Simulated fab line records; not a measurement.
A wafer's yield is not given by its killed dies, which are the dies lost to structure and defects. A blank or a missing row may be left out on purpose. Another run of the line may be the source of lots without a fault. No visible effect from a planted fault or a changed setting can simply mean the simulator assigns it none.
The tool behind it: which one? | flow n5-finfet | 8 lots with 24 wafers sampled at 5 steps, on a route of 1938 steps

== WHAT THE GAUGES SHOWED, per wafer ==
N5_BEOL_M1_INSPECT_13: inspects for defects (brightfield). Usual: raw-defect-count reads 396 (standard deviation 95).
lot  | measured     | on                | raw-defect-count | flag
L497 | day 6 01:30  | defect-inspect-01 | 253 302 226      |
L500 | day 6 19:40  | defect-inspect-02 | 356 411 343      |
L499 | day 6 22:37  | defect-inspect-01 | 565 236 402      |
L501 | day 7 00:47  | defect-inspect-02 | 287 256 327      |
L504 | day 8 09:01  | defect-inspect-01 | 551 379 325      |
L517 | day 11 10:26 | defect-inspect-01 | 335 297 372      |
L519 | day 11 19:30 | defect-inspect-01 | 406 315 381      |
L520 | day 11 22:05 | defect-inspect-01 | 274 456 230      |

N5_BEOL_M4_RC_MEAS_101. Usual: DIBL_N 36.3 mV/V, standard deviation 1.2; DIBL_P 36.7 mV/V, standard deviation 1.5; IOFF_N 0.164 nA/um, standard deviation 0.02; IOFF_P 0.214 nA/um, standard deviation 0.024; ION_N 673 uA/um, standard deviation 8.5; ION_P 461 uA/um, standard deviation 5.9; SS_N 71.6 mV/dec, standard deviation 0.44; SS_P 73.3 mV/dec, standard deviation 0.55; VT_N 249.4 mV, standard deviation 2.4; VT_P -250.0 mV, standard deviation 2.3.
lot  | measured     | on        | DIBL_N (mV/V)  | DIBL_P (mV/V)  | IOFF_N (nA/um)    | IOFF_P (nA/um)    | ION_N (uA/um) | ION_P (uA/um) | SS_N (mV/dec)  | SS_P (mV/dec)  | VT_N (mV)         | VT_P (mV)            | flag
L497 | day 7 14:05  | prober-01 | 36.3 35.6 36.4 | 35.8 34.9 35.2 | 0.162 0.149 0.160 | 0.194 0.182 0.188 | 674 654 655   | 458 449 453   | 71.9 71.7 71.4 | 73.4 73.3 74.0 | 249.4 250.6 249.2 | -251.8 -255.3 -251.0 |
L500 | day 8 06:36  | prober-02 | 37.0 35.4 34.7 | 37.7 36.0 35.2 | 0.187 0.150 0.138 | 0.214 0.183 0.173 | 688 673 665   | 461 456 456   | 72.5 71.9 71.7 | 73.3 73.1 72.8 | 246.9 251.1 250.6 | -248.0 -253.8 -253.1 |
L499 | day 9 02:45  | prober-01 | 35.1 34.0 35.6 | 36.3 34.5 37.5 | 0.140 0.123 0.162 | 0.184 0.166 0.199 | 657 662 678   | 452 454 459   | 71.0 71.6 71.6 | 72.7 72.7 73.4 | 250.2 251.7 249.5 | -253.4 -255.6 -253.3 |
L501 | day 8 20:59  | prober-01 | 36.0 36.0 36.9 | 36.0 35.6 37.8 | 0.149 0.144 0.173 | 0.187 0.178 0.210 | 658 661 673   | 446 452 458   | 71.7 71.4 72.4 | 73.1 73.0 73.6 | 253.4 253.4 250.8 | -250.9 -251.6 -251.3 |
L504 | day 10 09:23 | prober-02 | 34.4 36.3 35.7 | 35.5 37.5 36.6 | 0.140 0.174 0.159 | 0.198 0.229 0.215 | 668 675 668   | 457 464 458   | 71.3 71.7 71.5 | 72.5 73.4 73.4 | 252.3 248.8 250.5 | -248.4 -248.3 -249.8 |
L517 | day 12 22:19 | prober-02 | 38.6 36.9 39.0 | 37.3 36.2 37.4 | 0.201 0.162 0.196 | 0.240 0.213 0.229 | 679 664 666   | 465 454 460   | 71.2 70.9 71.8 | 73.5 73.0 73.7 | 245.6 249.2 246.6 | -246.5 -248.0 -249.1 |
L519 | day 13 14:47 | prober-02 | 38.4 39.1 37.7 | 38.8 39.1 37.5 | 0.186 0.205 0.175 | 0.236 0.240 0.207 | 677 685 684   | 466 467 463   | 71.4 72.2 71.6 | 73.5 73.5 72.5 | 249.3 246.7 248.6 | -249.4 -248.1 -252.9 |
L520 | day 13 19:11 | prober-02 | 36.3 36.1 38.6 | 38.1 38.3 40.1 | 0.159 0.160 0.200 | 0.214 0.214 0.258 | 680 672 682   | 465 465 469   | 71.2 71.2 72.3 | 73.8 73.3 74.7 | 251.0 251.5 247.2 | -251.5 -250.7 -249.7 |

== EACH LOT AND THE TOOL THAT RAN IT (in order: tool; ch and the chambers of the sampled wafers; start) ==
lot  | N5_BEOL_M1_ETCH_77                 | N5_BEOL_M1_VIA_ETCH_34             | N5_BEOL_M1_STRIP_36
L497 | rie-diel-05 ch 1,2, day 6 02:26    | rie-diel-05 ch 0,2, day 6 03:43    | rie-diel-05 ch 0,2, day 6 03:46
L500 | rie-diel-05 ch 1,3, day 6 20:37    | rie-diel-05 ch 0,1, day 6 21:47    | rie-diel-05 ch 0,1, day 6 21:51
L499 | rie-diel-02 ch 0,1,2, day 6 23:49  | rie-diel-02 ch 1,2, day 7 09:04    | rie-diel-02 ch 1,2, day 7 09:07
L501 | rie-diel-05 ch 0,2,3, day 7 02:11  | rie-diel-05 ch 1,2,3, day 7 09:59  | rie-diel-05 ch 1,2,3, day 7 10:03
L504 | rie-diel-05 ch 0,1,2, day 8 09:58  | rie-diel-05 ch 0,1,2, day 8 19:22  | rie-diel-05 ch 0,1,2, day 8 19:26
L517 | rie-diel-06 ch 0,1,2, day 11 11:31 | rie-diel-02 ch 0,3, day 11 12:20   | rie-diel-02 ch 0,3, day 11 12:24
L519 | rie-diel-05 ch 0,2,3, day 11 20:49 | rie-diel-06 ch 1,2, day 12 00:47   | rie-diel-06 ch 1,2, day 12 00:50
L520 | rie-diel-02 ch 1,2,3, day 11 23:11 | rie-diel-06 ch 1,2,3, day 12 05:46 | rie-diel-06 ch 1,2,3, day 12 05:50
- N5_BEOL_M1_ETCH_77: etches underlayer in N2/H2, target depth 6.5 nm, time 5.2 s.
- N5_BEOL_M1_VIA_ETCH_34: etches the open film in C4F6/O2, target depth 67.8 nm, time 64.4 s.
- N5_BEOL_M1_STRIP_36: strips in N2/H2.

== AS READ BY THE TOOLS THEMSELVES (means over the sampled wafers that have a number; for cases with no such wafer, the mark the record gives instead) ==
N5_BEOL_M1_ETCH_77. Usual: value, then standard deviation, for each; drypump-motor-current-A 5.8 A / 0.52; etch-rf-on-time-s 5.23 s / 0.09; oes-product-au 0.68 a.u. / 0.072; rf-fwd-power-W 820.0 W / 2.6; rf-vpp-V 524.3 V / 2.9; showerhead-plenum-p-Torr 2.56 Torr / 0.095; throttle-valve-pct 17.90 % / 0.23.
lot  | tool        | drypump-motor-current-A (A) | etch-rf-on-time-s (s) | oes-product-au (a.u.) | rf-fwd-power-W (W) | rf-vpp-V (V) | showerhead-plenum-p-Torr (Torr) | throttle-valve-pct (%) | flag
L497 | rie-diel-05 | 5.5                         | 5.18                  | 0.65                  | 818.4              | 525.7        | 2.58                            | 18.19                  |
L500 | rie-diel-05 | 5.7                         | 5.28                  | 0.60                  | 815.2              | 523.4        | 2.48                            | 18.16                  |
L499 | rie-diel-02 | 5.2                         | 5.28                  | 0.73                  | 819.2              | 524.8        | 2.62                            | 17.90                  |
L501 | rie-diel-05 | 5.6                         | 6.53                  | 0.54                  | 616.4              | 572.0        | 2.48                            | 18.10                  | OFF
L504 | rie-diel-05 | 5.6                         | 6.52                  | 0.63                  | 617.6              | 574.4        | 2.56                            | 17.96                  | OFF
L517 | rie-diel-06 | 5.9                         | 5.26                  | 0.65                  | 821.0              | 522.9        | 2.51                            | 17.82                  |
L519 | rie-diel-05 | 5.6                         | 5.18                  | 0.72                  | 819.1              | 525.8        | 2.57                            | 17.87                  |
L520 | rie-diel-02 | 5.7                         | 5.18                  | 0.69                  | 819.6              | 524.3        | 2.56                            | 17.78                  |

N5_BEOL_M1_VIA_ETCH_34. Usual: O2_flow_sccm 10.003 sccm, standard deviation 0.029; drypump-motor-current-A 5.7 A, standard deviation 0.49; oes-product-au 0.80 a.u., standard deviation 0.082; rf-fwd-power-W 347.0 W, standard deviation 1.4; rf-vpp-V 662 V, standard deviation 4.3; showerhead-plenum-p-Torr 2.87 Torr, standard deviation 0.1; throttle-valve-pct 30.78 %, standard deviation 0.25.
lot  | tool        | O2_flow_sccm (sccm) | drypump-motor-current-A (A) | oes-product-au (a.u.) | rf-fwd-power-W (W) | rf-vpp-V (V) | showerhead-plenum-p-Torr (Torr) | throttle-valve-pct (%) | flag
L497 | rie-diel-05 | 9.995               | 5.5                         | 0.74                  | 347.2              | 669          | 2.83                            | 30.91                  |
L500 | rie-diel-05 | 10.005              | 5.7                         | 0.71                  | 345.6              | 665          | 2.85                            | 30.72                  |
L499 | rie-diel-02 | 10.000              | 5.4                         | 0.77                  | 345.9              | 659          | 2.88                            | 30.68                  |
L501 | rie-diel-05 | 9.961               | 5.6                         | 0.73                  | 348.4              | 662          | 2.83                            | 31.03                  |
L504 | rie-diel-05 | 9.998               | 5.6                         | 0.83                  | 348.3              | 666          | 2.86                            | 30.83                  |
L517 | rie-diel-02 | 10.035              | 5.6                         | 0.88                  | 349.5              | 660          | 2.97                            | 30.87                  |
L519 | rie-diel-06 | 9.991               | 6.2                         | 0.74                  | 346.3              | 666          | 2.80                            | 30.91                  |
L520 | rie-diel-06 | 10.024              | 6.2                         | 0.75                  | 347.3              | 663          | 2.77                            | 30.84                  |

N5_BEOL_M1_STRIP_36. Usual: drypump-motor-current-A 5.7 A, standard deviation 0.5; oes-product-au 0.80 a.u., standard deviation 0.083; rf-vpp-V 59.3 V, standard deviation 1.3; showerhead-plenum-p-Torr 2.57 Torr, standard deviation 0.095; temp-c 39.99 C, standard deviation 0.11; throttle-valve-pct 23.7 %, standard deviation 0.31.
lot  | tool        | drypump-motor-current-A (A) | oes-product-au (a.u.) | rf-vpp-V (V) | showerhead-plenum-p-Torr (Torr) | temp-c (C) | throttle-valve-pct (%) | flag
L497 | rie-diel-05 | 5.5                         | 0.74                  | 59.4         | 2.53                            | 40.12      | 24.0                   |
L500 | rie-diel-05 | 5.7                         | 0.72                  | 58.8         | 2.55                            | 40.04      | 23.8                   |
L499 | rie-diel-02 | 5.4                         | 0.77                  | 59.4         | 2.59                            | 40.01      | 23.8                   |
L501 | rie-diel-05 | 5.6                         | 0.72                  | 58.5         | 2.52                            | 39.93      | 24.1                   |
L504 | rie-diel-05 | 5.6                         | 0.82                  | 58.0         | 2.56                            | 39.88      | 23.9                   |
L517 | rie-diel-02 | 5.6                         | 0.89                  | 59.2         | 2.66                            | 39.92      | 23.7                   |
L519 | rie-diel-06 | 6.2                         | 0.74                  | 58.8         | 2.48                            | 40.00      | 23.6                   |
L520 | rie-diel-06 | 6.2                         | 0.75                  | 59.5         | 2.46                            | 39.94      | 23.7                   |

== THE ANSWER, worked out from the rows above alone ==
Rule: a lot is off if the mean of its wafers that have a number lies more than 3 standard deviations from the usual mean. Also off: a lot with no number at a reading for which 4 or more lots have one. All remaining lots with rows at the step are treated as sound. The gauges are gone through in route order, then the tools' own readings, and for those a lot's mean is taken as printed above. The first step at which some lot is off is used, and at that step the reading that is off furthest; a lot without a number counts as furthest.
Off: L501, L504, at N5_BEOL_M1_ETCH_77 (rf-fwd-power-W).
If a tool, at that step or one of the process steps before it, ran each lot that is off and ran no sound lot following the first of them, it fits. Not one of the candidates tried fits.

== WHAT THE SIMULATOR PUT IN ==
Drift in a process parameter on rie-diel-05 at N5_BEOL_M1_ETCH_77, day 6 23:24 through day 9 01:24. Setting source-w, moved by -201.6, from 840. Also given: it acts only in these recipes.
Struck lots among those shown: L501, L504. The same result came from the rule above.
